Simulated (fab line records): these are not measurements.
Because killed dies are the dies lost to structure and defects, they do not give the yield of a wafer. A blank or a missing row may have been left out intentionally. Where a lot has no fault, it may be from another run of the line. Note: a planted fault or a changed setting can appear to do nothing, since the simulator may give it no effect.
Matching of chambers | flow n5_finfet | N5_BEOL_M0_SAQP_PECVD_96 on pecvd-02 has 3 sister chambers
The step deposits a-Si from SiH4/He, target thk 45 nm, time 45.2 s. 3 wafers are shown with their chamber, then 11 later ones without.

WAFERS PAIRED WITH THEIR CHAMBERS
wafer  | chamber | throttle_valve_pct (%)
L089.2 | 2       | 16.6
L092.2 | 1       | 18.8
L093.2 | 0       | 17.6

WAFERS WHOSE CHAMBER IS MISSING
wafer  | throttle_valve_pct (%)
L093.3 | 16.9
L093.6 | 17.5
L094.2 | 17.3
L094.3 | 17.0
L094.4 | 18.6
L095.1 | 17.2
L095.2 | 16.9
L095.6 | 16.8
L096.1 | 17.2
L096.2 | 17.1
L096.5 | 16.7

CHAMBER TAKEN BY EACH
wafer  | from the rows above     | in truth
L093.3 | can't be placed: 2 or 0 | 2
L093.6 | 0                       | 0
L094.2 | can't be placed: 0 or 2 | 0
L094.3 | can't be placed: 2 or 0 | 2
L094.4 | 1                       | 1
L095.1 | can't be placed: 0 or 2 | 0
L095.2 | can't be placed: 2 or 0 | 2
L095.6 | can't be placed: 2 or 0 | 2
L096.1 | can't be placed: 0 or 2 | 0
L096.2 | can't be placed: 0 or 2 | 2
L096.5 | 2                       | 2
Correct placement for 3 of the 11. Can't be placed from these rows: 8 (the true chamber is among the candidates in 8). Wrongly placed: 0.
How it was worked out, from the rows above alone: a wafer's distance from a chamber is the root of the sum, over the readings, of the square of ((its reading less the chamber's mean) divided by the reading's scatter). If the next closest chamber is less than 2 further off than the closest, the wafer can't be placed; otherwise it belongs to the closest. Each chamber's mean is taken over the wafers shown for it. The scatter: with one shown wafer a chamber, the root of the mean of the squares of how far each hidden wafer lies from its nearest shown one.
